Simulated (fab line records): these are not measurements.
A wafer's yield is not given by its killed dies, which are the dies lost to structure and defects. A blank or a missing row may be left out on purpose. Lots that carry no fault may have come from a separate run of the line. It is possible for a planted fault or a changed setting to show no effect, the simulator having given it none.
Matching of chambers / flow nand-harc / NHARC_P_M2_STRIP_18 on rie-diel-12: 4 sister chambers
The step strips in N2/H2. 4 wafers are shown with their chamber, then 12 later ones without.

WAFERS, EACH WITH ITS CHAMBER
wafer=L090.5; chamber=3; drypump-motor-current-A (A)=5.9
wafer=L091.3; chamber=0; drypump-motor-current-A (A)=6.0
wafer=L091.5; chamber=2; drypump-motor-current-A (A)=5.5
wafer=L091.6; chamber=1; drypump-motor-current-A (A)=5.3

WAFERS WITHOUT THEIR CHAMBER
wafer=L093.1; drypump-motor-current-A (A)=5.5
wafer=L093.2; drypump-motor-current-A (A)=6.0
wafer=L093.6; drypump-motor-current-A (A)=5.2
wafer=L094.2; drypump-motor-current-A (A)=5.3
wafer=L094.3; drypump-motor-current-A (A)=5.5
wafer=L094.6; drypump-motor-current-A (A)=5.2
wafer=L095.2; drypump-motor-current-A (A)=6.0
wafer=L095.3; drypump-motor-current-A (A)=5.9
wafer=L095.4; drypump-motor-current-A (A)=5.5
wafer=L096.1; drypump-motor-current-A (A)=5.5
wafer=L096.2; drypump-motor-current-A (A)=5.9
wafer=L096.3; drypump-motor-current-A (A)=6.0

THE CHAMBER EACH PASSED THROUGH
wafer=L093.1; from the rows above=2; in truth=2
wafer=L093.2; from the rows above=0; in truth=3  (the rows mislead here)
wafer=L093.6; from the rows above=1; in truth=1
wafer=L094.2; from the rows above=1; in truth=1
wafer=L094.3; from the rows above=2; in truth=2
wafer=L094.6; from the rows above=1; in truth=1
wafer=L095.2; from the rows above=0; in truth=0
wafer=L095.3; from the rows above=3; in truth=3
wafer=L095.4; from the rows above=2; in truth=2
wafer=L096.1; from the rows above=2; in truth=2
wafer=L096.2; from the rows above=3; in truth=3
wafer=L096.3; from the rows above=0; in truth=0
Placed correctly: 11 of 12. Number that these rows cannot place: 0. Wrongly placed: 1.
How it was worked out, from the rows above alone: a wafer's distance from a chamber is the root of the sum, over the readings, of the square of ((its reading less the chamber's mean) divided by the reading's scatter). The wafer belongs to the nearest chamber; if the next one is less than 2 further off, it can't be placed. For every chamber, the mean is computed from those of its wafers that are shown. The scatter: root of mean squared gap, hidden wafer to nearest shown wafer, with one shown wafer a chamber.
